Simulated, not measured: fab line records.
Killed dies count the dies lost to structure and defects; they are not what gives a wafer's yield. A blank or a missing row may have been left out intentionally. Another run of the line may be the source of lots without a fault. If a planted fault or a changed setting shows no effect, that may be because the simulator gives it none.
A lot that was struck, set against a sound lot	flow n5-finfet	21 steps out of a route of 1938
Sound: these wafers, L683.1, L683.2, L683.5. Struck: wafers L684.1, L684.3, L684.6. The cause comes at the end.
At each step with rows: each side's tool, then ch and its chambers, then its first start. Under that, the readings that differ: sound wafers	struck wafers	difference of the means	sigmas: that difference in standard deviations of wafers without a fault.
alike: same words and numbers on both sides, and readings whose means sit less than 2 such deviations apart. not compared: any withheld reading, any reading some wafer has no value for, any bound like >300 that may hide the same value, and any number with overlapping values for which the record gives no deviation.
A row with sigmas, a row that says differs or no value, or rows on one side alone: a step with any of these is where the two part. When numbers do not overlap yet have no deviation, they are printed without sigmas and do not part them. A reading that every wafer of one side lacks parts them only if that side has two wafers or more.

first, 9 steps without rows for these wafers: N5_BEOL_M0_CO_CAP_123 (material Co, precursor CCTBA/H2, target thk 2 nm, time 102.1 s); N5_BEOL_M0_PRE_CLEAN_124 (time 15 s); N5_BEOL_M0_DEP_125 (deposits SiCN from 3MS/NH3, target thk 8 nm, time 14 s); N5_BEOL_M1_ILD_DEP_00 (deposits SiOC from DEMS/O2, target thk 79 nm, time 15.3 s); N5_BEOL_M1_PECVD_72 (deposits SiO2 from TEOS/O2, target thk 16 nm, time 18 s); N5_BEOL_M1_HM_DEP_02 (deposits TiN, target thk 20 nm); N5_BEOL_M1_COAT_61 (time 60 s, resist thk 60 nm); N5_BEOL_M1_COAT_62 (time 60 s, resist thk 12 nm); N5_BEOL_M1_COAT_73 (time 60 s, resist thk 5 nm).
N5_BEOL_M1_COAT_05: resist thk 30 nm.
  sound on litho-track-01 ch 0, day 7 17:29; struck on litho-track-01 ch 0, day 8 08:37
reading	sound	struck	difference	sigmas
spin-speed-rpm (rpm)	1499.0 1499.4 1497.8	1448.5 1448.9 1450.1	-49.6	-50
model.CAR-EUV_of_BEOL_M1_COAT_05.thk-nm (nm)	30 30 30	30.8 30.6 30.6	+0.7	
  alike: chill-plate-temp-C
then, 7 steps without rows for these wafers: N5_BEOL_M1_EBR_07; N5_BEOL_M1_SOFTBAKE_06 (time 60 s); N5_BEOL_M1_EXPOSE_08 (exposes mask M1); N5_BEOL_M1_PEB_09 (peb time 60 s); N5_BEOL_M1_DEVELOP_10 (develop time 30 s); N5_BEOL_M1_DESCUM_16 (chemistry O2, time 7 s); N5_BEOL_M1_ETCH_74 (etches underlayer in N2/H2, target depth 6.5 nm, time 5.2 s).
N5_BEOL_M1_ETCH_63: etches SiARC in CF4, target depth 15.6 nm, time 26 s.
  sound on rie-diel-03 ch 0,1,3, day 7 17:55; struck on rie-diel-06 ch 0,1, day 8 09:11
reading	sound	struck	difference	sigmas
model.CAR-EUV_of_BEOL_M1_COAT_05.thk-nm (nm)	11.2 11.2 11	11.8 11.6 11.8	+0.6	
  alike: drypump-motor-current-A, etch-rf-on-time-s, oes-product-au, rf-vpp-V, showerhead-plenum-p-Torr, throttle-valve-pct
  not compared: rf-hours-counter-h
then, 1 step without rows for these wafers: N5_BEOL_M1_ETCH_64 (etches SOC in N2/H2, target depth 75 nm, overetch 15 nm, time 112.5 s).
-- the record jumps here: 2 days lie between the struck wafers' starts before and after (it left off in module BEOL_M1 and takes up again in module BEOL_M4, whose first step shown is number 1111 of the route) --
N5_BEOL_M4_RC_MEAS_101:
  sound on prober-02 ch 0, day 9 21:23; struck on prober-02 ch 0, day 10 15:45
  alike: DIBL_N, DIBL_P, IOFF_N, IOFF_P, ION_N, ION_P, SS_N, SS_P, VT_N, VT_P
-- record jumps: 5 days separate the struck wafers' starts on either side; left off in module BEOL_M4, taken up again in module PASSIVATION, whose first shown step is the route's number 1936 --
N5_PASSIVATION_PROBE_49:
  sound on prober-02 at day 14 08:10; struck on prober-02 at day 15 08:38
  alike: defect-limited-yield, killed_at_M0_to_M3, killed_at_M4_up, killed-at-contacts, killed-at-front-end, killed-at-other, killed-dies, killed-open, killed-short, sort_bin_4_leakage, sort_bin_5_function, sort_bin_6_memory, sort_bin_8_speed, sort-n-pass, sort-yield-pct

WHERE THEY PART
At N5_BEOL_M1_COAT_05 and nowhere else, as far as this record goes. Later steps at which nothing parts them and some readings are alike: N5_BEOL_M1_ETCH_63, N5_BEOL_M4_RC_MEAS_101, N5_PASSIVATION_PROBE_49.

WHY: what the simulator had put in
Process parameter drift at N5_BEOL_M1_COAT_05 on litho-track-01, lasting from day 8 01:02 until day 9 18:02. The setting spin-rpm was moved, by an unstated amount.
